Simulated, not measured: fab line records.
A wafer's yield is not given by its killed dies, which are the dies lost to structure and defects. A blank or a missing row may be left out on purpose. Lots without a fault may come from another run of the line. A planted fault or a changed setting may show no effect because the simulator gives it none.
Chamber matching    flow nand_harc    NHARC_A_STAIRCASE_CMP_472 on cmp-04: 4 sister chambers
The step polishes SiO2. 8 wafers are shown with their chamber, then 8 later ones without.

WAFERS WITH THEIR CHAMBER
wafer   chamber  motor_current_A (A)
L080.3  2        11.0
L083.3  1        11.7
L083.4  2        11.5
L083.6  3        12.5
L084.4  0        8.6
L084.5  3        12.5
L084.6  0        8.2
L093.1  1        11.8

WAFERS MISSING THEIR CHAMBER
wafer   motor_current_A (A)
L093.2  8.5
L093.4  11.0
L095.1  12.2
L095.2  11.4
L095.4  8.0
L097.2  10.7
L097.3  12.0
L097.4  8.0

THE CHAMBER EACH PASSED THROUGH
wafer   from the rows above      in truth
L093.2  0                        0
L093.4  2                        2
L095.1  can't be placed: 3 or 1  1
L095.2  can't be placed: 2 or 1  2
L095.4  0                        0
L097.2  2                        2
L097.3  can't be placed: 1 or 3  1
L097.4  0                        0
Correct placement for 5 of the 8. These rows do not allow placing 3 (true chamber among the candidates in 3). Placed wrongly: 0.
How it was worked out, from the rows above alone: a wafer's distance from a chamber is the root of the sum, over the readings, of the square of ((its reading less the chamber's mean) divided by the reading's scatter). If the next closest chamber is less than 2 further off than the closest, the wafer can't be placed; otherwise it belongs to the closest. The mean given for a chamber averages the wafers shown for that chamber. The scatter: take each reading less its chamber's mean, square it, sum over the shown wafers, divide by the number of wafers less the number of chambers, and take the root.
